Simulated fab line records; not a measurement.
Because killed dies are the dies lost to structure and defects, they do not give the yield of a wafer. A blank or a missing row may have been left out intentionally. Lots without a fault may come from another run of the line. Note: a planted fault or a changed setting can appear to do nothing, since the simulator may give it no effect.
fab line records -- flow n5_finfet
[record] lots = 11, wafers = 33, last_day = 17
route steps=1938 shown BEOL_M0@735 BEOL_M1@757 BEOL_M4@1111
lots that met no fault: taken from a fault-free run of the same line
start_h: hours from the record's opening day to when the first of the lot's shown wafers began -- wait_h: how many hours have passed since the lot's step before this one -- " repeats the value in the row above -- L1.1+2: a single row standing in for several wafers -- - no value, or no start was given -- * or withheld: withheld -- < > ~ a bound
route shown NAME@n: a module of which the file shows steps, and the number in the route of the first -- usual: mean/standard deviation of fault-free wafers -- same: alike in all rows -- chamber/n: place in a boat -- sites: the reading at each site -- _std_site: how widely they spread, as a standard deviation -- _edge_site: inner sites' mean taken away from outer sites' mean -- radius_mm: for every site, how far away it sits from the centre of the wafer -- mask NAME#n: copy n -- behind: the last tool/chamber to shape the wafer -- hold: cause of the lot's hold/its duration in hours/its outcome -- device: names the non-switching transistor (n, p or np) -- end of line: tests of these same wafers at the route's end -- for a step that has no rows: nothing shown but its recipe -- killed: not the wafer's yield, but the dies lost to structure and defects at the first sort -- map: a wafer's dies, x killed, . not, _ none there
set.NAME: the setting the step ran with; set.NAME@STEP: the setting that earlier step ran with -- model.NAME: the simulator's own value behind a step, which no gauge read
a sample of lots followed through the steps of the route, with each step as a table and each wafer as a row
services: the hour from which a tool's chamber was out of use, counted from the record's first day as start_h (under 0 if before that day), plus the number of hours and why
[[steps]]
[step N5_BEOL_M0_ANNEAL_117]
[recipe] temp_c = 400, time_s = 60, ambient = vacuum
[usual] heater_power_w = 824/87
[same] time_s = 60
lot.wafer,tool,chamber,start_h,wait_h,heater_power_w
L626.2,pvd_sputter-02,-,120.68,0.0,1005
L626.4,pvd_sputter-02,-,120.68,0.0,861
L626.6,pvd_sputter-02,-,120.68,0.0,1009
L627.2,pvd_sputter-03,-,122.86,0.0,732
L627.5,pvd_sputter-03,-,122.86,0.0,817
L627.6,pvd_sputter-03,-,122.86,0.0,805
L628.3,pvd_sputter-03,-,124.23,0.0,815
L628.4,pvd_sputter-03,-,124.23,0.0,745
L628.5,pvd_sputter-03,-,124.23,0.0,815
L630.1,pvd_sputter-03,-,140.66,0.0,796
L630.4,pvd_sputter-03,-,140.66,0.0,696
L630.6,pvd_sputter-03,-,140.66,0.0,833
L639.2,pvd_sputter-01,-,200.83,0.0,681
L639.4,pvd_sputter-01,-,200.83,0.0,754
L639.6,pvd_sputter-01,-,200.83,0.0,698
L640.2,pvd_sputter-02,-,212.23,0.0,855
L640.4,pvd_sputter-02,-,212.23,0.0,742
L640.6,pvd_sputter-02,-,212.23,0.0,849
L642.2,pvd_sputter-03,-,212.48,0.0,802
L642.4,pvd_sputter-03,-,212.48,0.0,705
L642.6,pvd_sputter-03,-,212.48,0.0,821
L643.3,pvd_sputter-01,-,216.85,0.0,933
L643.4,pvd_sputter-01,-,216.85,0.0,695
L643.6,pvd_sputter-01,-,216.85,0.0,912
L644.1,pvd_sputter-01,-,226.54,0.0,917
L644.3,pvd_sputter-01,-,226.54,0.0,854
L644.4,pvd_sputter-01,-,226.54,0.0,755
L646.1,pvd_sputter-03,-,234.60,0.0,807
L646.4,pvd_sputter-03,-,234.60,0.0,716
L646.6,pvd_sputter-03,-,234.60,0.0,705
L648.2,pvd_sputter-02,-,248.06,0.0,763
L648.4,pvd_sputter-02,-,248.06,0.0,854
L648.5,pvd_sputter-02,-,248.06,0.0,785
[step N5_BEOL_M0_ANNEAL_135]
[recipe] temp_c = 400, time_s = 60, ambient = vacuum
[usual] heater_power_w = 822/87
[same] time_s = 60
lot.wafer,tool,chamber,start_h,wait_h,heater_power_w
L626.2,pvd_sputter-02,-,120.92,0.0,1021
L626.4,pvd_sputter-02,-,120.92,0.0,849
L626.6,pvd_sputter-02,-,120.92,0.0,1005
L627.2,pvd_sputter-03,-,123.10,0.0,762
L627.5,pvd_sputter-03,-,123.10,0.0,845
L627.6,pvd_sputter-03,-,123.10,0.0,814
L628.3,pvd_sputter-03,-,124.47,0.0,814
L628.4,pvd_sputter-03,-,124.47,0.0,741
L628.5,pvd_sputter-03,-,124.47,0.0,814
L630.1,pvd_sputter-03,-,140.90,0.0,815
L630.4,pvd_sputter-03,-,140.90,0.0,717
L630.6,pvd_sputter-03,-,140.90,0.0,819
L639.2,pvd_sputter-01,-,201.10,0.0,696
L639.4,pvd_sputter-01,-,201.10,0.0,774
L639.6,pvd_sputter-01,-,201.10,0.0,679
L640.2,pvd_sputter-02,-,212.47,0.0,855
L640.4,pvd_sputter-02,-,212.47,0.0,782
L640.6,pvd_sputter-02,-,212.47,0.0,863
L642.2,pvd_sputter-03,-,212.72,0.0,798
L642.4,pvd_sputter-03,-,212.72,0.0,706
L642.6,pvd_sputter-03,-,212.72,0.0,835
L643.3,pvd_sputter-01,-,217.12,0.0,924
L643.4,pvd_sputter-01,-,217.12,0.0,701
L643.6,pvd_sputter-01,-,217.12,0.0,936
L644.1,pvd_sputter-01,-,226.81,0.0,959
L644.3,pvd_sputter-01,-,226.81,0.0,835
L644.4,pvd_sputter-01,-,226.81,0.0,765
L646.1,pvd_sputter-03,-,234.84,0.0,805
L646.4,pvd_sputter-03,-,234.84,0.0,698
L646.6,pvd_sputter-03,-,234.84,0.0,736
L648.2,pvd_sputter-02,-,248.30,0.0,745
L648.4,pvd_sputter-02,-,248.30,0.0,844
L648.5,pvd_sputter-02,-,248.30,0.0,762
[step N5_BEOL_M1_COAT_73]
[recipe] resist = underlayer, temp_c = 205, time_s = 60, spin_rpm = 1500, resist_thk_nm = 5
[usual] chill_plate_temp_C = 23.01/0.093, dispense_pressure_kPa = 49.3/2.1, heater_power_total_W = 391.8/1.4, plate_temp_C = 204.99/0.15
[same] time_s = 60
lot.wafer,tool,chamber,start_h,wait_h,chill_plate_temp_C,dispense_pressure_kPa,heater_power_total_W,plate_temp_C
L626.2,litho_track-05,0,123.85,-,23.03,47.0,391.0,204.66
L626.4,litho_track-05,0,123.85,-,23.13,47.0,391.2,205.01
L626.6,litho_track-05,0,123.85,-,22.96,47.0,390.2,205.07
L627.2,litho_track-04,0,126.55,-,23.00,48.9,390.0,205.01
L627.5,litho_track-04,0,126.55,-,22.99,49.0,390.7,204.88
L627.6,litho_track-04,0,126.55,-,23.02,48.9,393.9,204.90
L628.3,litho_track-05,0,126.89,-,23.09,47.0,389.7,205.12
L628.4,litho_track-05,0,126.89,-,23.12,47.0,390.2,204.95
L628.5,litho_track-05,0,126.89,-,22.94,47.0,392.6,205.04
L630.1,litho_track-04,0,143.09,-,23.01,48.9,393.9,204.86
L630.4,litho_track-04,0,143.09,-,22.96,48.9,389.5,204.85
L630.6,litho_track-04,0,143.09,-,22.83,48.9,393.2,204.91
L639.2,litho_track-05,0,202.61,-,22.89,47.0,384.6,202.94
L639.4,litho_track-05,0,202.61,-,22.88,47.0,386.0,202.96
L639.6,litho_track-05,0,202.61,-,22.90,47.0,385.2,202.98
L640.2,litho_track-05,0,215.57,-,22.93,47.0,385.4,202.81
L640.4,litho_track-05,0,215.57,-,23.14,47.0,387.5,202.91
L640.6,litho_track-05,0,215.57,-,23.11,47.0,388.1,202.78
L642.2,litho_track-03,0,215.64,-,22.89,52.1,390.7,205.20
L642.4,litho_track-03,0,215.64,-,22.88,52.1,394.1,204.92
L642.6,litho_track-03,0,215.64,-,22.99,52.1,392.6,205.19
L643.3,litho_track-04,0,218.74,-,22.99,49.0,391.3,205.32
L643.4,litho_track-04,0,218.74,-,22.92,49.0,390.3,205.21
L643.6,litho_track-04,0,218.74,-,22.82,49.0,392.7,205.00
L644.1,litho_track-03,0,232.15,-,23.00,52.1,391.4,204.97
L644.3,litho_track-03,0,232.15,-,23.06,52.1,392.9,204.96
L644.4,litho_track-03,0,232.15,-,22.94,52.1,390.9,204.80
L646.1,litho_track-03,0,237.73,-,23.08,52.1,392.3,204.67
L646.4,litho_track-03,0,237.73,-,23.14,52.1,394.0,204.77
L646.6,litho_track-03,0,237.73,-,23.18,52.1,393.5,205.02
L648.2,litho_track-03,0,250.01,-,22.94,52.1,389.7,204.96
L648.4,litho_track-03,0,250.01,-,23.00,52.1,392.0,205.00
L648.5,litho_track-03,0,250.01,-,23.01,52.1,392.9,205.09
[step N5_BEOL_M1_OVL_MEAS_12]
[recipe] points_per_wafer = 522
[usual] M1_OVL = 0.2/0.66
lot.wafer,tool,chamber,start_h,wait_h,M1_OVL[nm]
L626.2,overlay-01,0,124.15,0.0,0.7
L626.4,overlay-01,0,124.15,0.0,-0.1
L626.6,overlay-01,0,124.15,0.0,0.4
L627.2,overlay-01,0,126.85,0.0,0.4
L627.5,overlay-01,0,126.85,0.0,0.5
L627.6,overlay-01,0,126.85,0.0,0.2
L628.3,overlay-01,0,127.31,0.0,-0.5
L628.4,overlay-01,0,127.31,0.0,0.4
L628.5,overlay-01,0,127.31,0.0,-0.8
L630.1,overlay-02,0,143.46,0.0,0.3
L630.4,overlay-02,0,143.46,0.0,0.3
L630.6,overlay-02,0,143.46,0.0,-0.7
L639.2,overlay-02,0,203.03,0.0,-0.7
L639.4,overlay-02,0,203.03,0.0,0.5
L639.6,overlay-02,0,203.03,0.0,-0.3
L640.2,overlay-02,0,215.87,0.0,-0.1
L640.4,overlay-02,0,215.87,0.0,-0.1
L640.6,overlay-02,0,215.87,0.0,0.4
L642.2,overlay-01,0,215.93,0.0,1.8
L642.4,overlay-01,0,215.93,0.0,1.3
L642.6,overlay-01,0,215.93,0.0,1.0
L643.3,overlay-02,0,219.04,0.0,0.3
L643.4,overlay-02,0,219.04,0.0,-0.6
L643.6,overlay-02,0,219.04,0.0,-1.1
L644.1,overlay-02,0,232.44,0.0,0.1
L644.3,overlay-02,0,232.44,0.0,0.3
L644.4,overlay-02,0,232.44,0.0,1.1
L646.1,overlay-01,0,238.22,0.0,0.1
L646.4,overlay-01,0,238.22,0.0,-1.0
L646.6,overlay-01,0,238.22,0.0,0.1
L648.2,overlay-01,0,250.43,0.0,0.1
L648.4,overlay-01,0,250.43,0.0,-0.4
L648.5,overlay-01,0,250.43,0.0,0.4
[step N5_BEOL_M4_RC_MEAS_101]
[usual] DIBL_N = 37.5/1.9, DIBL_P = 37.3/2.4, IOFF_N = 0.18/0.038, IOFF_P = 0.23/0.045, ION_N = 677/11, ION_P = 464/8.1, SS_N = 72.0/0.68, SS_P = 73.5/0.77, VT_N = 249/3.3, VT_P = -249/3.6
lot.wafer,tool,chamber,start_h,wait_h,DIBL_N[mV/V],DIBL_P[mV/V],IOFF_N[nA/um],IOFF_P[nA/um],ION_N[uA/um],ION_P[uA/um],SS_N[mV/dec],SS_P[mV/dec],VT_N[mV],VT_P[mV]
L627.2,prober-01,0,163.33,0.2,38.4,37.3,0.22,0.24,688,468,72.3,74.0,242,-247
L627.5,prober-01,0,163.33,0.2,36.5,36.1,0.17,0.21,667,460,71.8,73.1,248,-253
L627.6,prober-01,0,163.33,0.2,39.9,39.5,0.24,0.27,679,461,72.8,74.7,245,-247
L626.2,prober-02,0,168.38,0.2,38.1,37.5,0.18,0.20,672,449,72.3,73.7,250,-251
L626.4,prober-02,0,168.38,0.2,40.4,40.1,0.23,0.24,687,465,73.4,73.7,248,-249
L626.6,prober-02,0,168.38,0.2,37.6,36.8,0.17,0.19,665,451,71.6,73.8,252,-254
L628.3,prober-01,0,183.34,0.3,34.8,37.3,0.18,0.20,683,465,72.7,72.9,249,-252
L628.4,prober-01,0,183.34,0.3,39.1,44.5,0.26,0.34,693,472,73.3,74.0,244,-242
L628.5,prober-01,0,183.34,0.3,35.7,37.7,0.18,0.20,677,460,72.2,72.6,251,-251
L630.1,prober-02,0,188.25,0.0,35.6,35.8,0.12,0.18,663,458,71.6,72.7,257,-254
L630.4,prober-02,0,188.25,0.0,39.6,39.9,0.19,0.25,674,467,72.5,74.1,251,-246
L630.6,prober-02,0,188.25,0.0,39.7,39.8,0.20,0.24,679,464,72.7,74.1,249,-252
L639.2,prober-02,0,245.76,0.2,34.8,34.9,0.13,0.18,673,458,70.5,72.1,254,-250
L639.4,prober-02,0,245.76,0.2,37.4,37.4,0.16,0.21,659,455,71.8,73.2,250,-253
L639.6,prober-02,0,245.76,0.2,38.5,39.7,0.19,0.25,685,471,71.4,73.7,248,-248
L640.2,prober-02,0,269.07,0.2,36.3,36.8,0.16,0.20,666,460,71.8,73.5,252,-253
L640.4,prober-02,0,269.07,0.2,38.0,39.5,0.21,0.23,692,464,72.0,74.0,244,-251
L640.6,prober-02,0,269.07,0.2,35.7,36.7,0.16,0.20,672,459,71.4,73.0,249,-250
L642.2,prober-01,0,273.70,0.2,38.6,38.3,0.18,0.26,678,468,72.4,74.2,246,-246
L642.4,prober-01,0,273.70,0.2,42.1,41.9,0.27,0.32,703,473,73.1,75.1,244,-243
L642.6,prober-01,0,273.70,0.2,40.1,38.9,0.22,0.26,697,474,73.2,74.1,247,-249
L643.3,prober-01,0,275.87,0.7,37.7,40.0,0.19,0.29,687,478,71.9,74.0,248,-243
L643.4,prober-01,0,275.87,0.7,32.6,33.0,0.11,0.19,666,473,70.6,71.4,254,-249
L643.6,prober-01,0,275.87,0.7,38.4,40.1,0.21,0.32,680,476,71.7,73.3,246,-243
L644.1,prober-02,0,290.96,0.0,40.4,40.5,0.23,0.27,687,463,72.3,74.8,244,-250
L644.3,prober-02,0,290.96,0.0,34.6,33.0,0.11,0.16,658,459,71.4,72.1,257,-255
L644.4,prober-02,0,290.96,0.0,39.7,38.5,0.23,0.24,690,463,72.9,74.0,244,-246
L646.1,prober-02,0,293.19,0.0,38.6,39.3,0.18,0.24,681,464,71.8,74.7,247,-250
L646.4,prober-02,0,293.19,0.0,39.7,40.5,0.23,0.26,683,463,72.4,74.5,244,-249
L646.6,prober-02,0,293.19,0.0,40.7,41.6,0.23,0.27,692,470,72.7,74.2,245,-249
L648.2,prober-02,0,300.38,0.2,38.9,38.9,0.22,0.25,682,458,72.6,73.9,248,-249
L648.4,prober-02,0,300.38,0.2,36.0,36.7,0.15,0.21,675,466,71.9,72.7,249,-248
L648.5,prober-02,0,300.38,0.2,34.5,36.0,0.13,0.20,664,462,71.6,73.4,253,-250
[[services]]
tool,chamber,start_h,hours,kind
litho_track-04,-,147.63,-,consumable_replace:filter
[[key]]
[first_sign] step = N5_BEOL_M1_COAT_73, reading = plate_temp_C, direction = down, sigmas = 14, usual = *, struck = *
[effect] step = N5_BEOL_M1_COAT_73, reading = heater_power_total_W, direction = down, sigmas = 4.2, usual = *, struck = *
met_at N5_BEOL_M1_COAT_73
struck_lots L639,L640
not_acting_at N5_BEOL_M0_ANNEAL_117,N5_BEOL_M0_ANNEAL_135,N5_BEOL_M1_OVL_MEAS_12
onset_between 126.89 202.61
[fault] kind = process_parameter_drift, tool = litho_track-05, chamber = -, onset_h = 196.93, steps = N5_BEOL_M1_COAT_73, channel = temp_c, offset = *, shape = step, end_h = 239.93, acts_in = *, stated = *
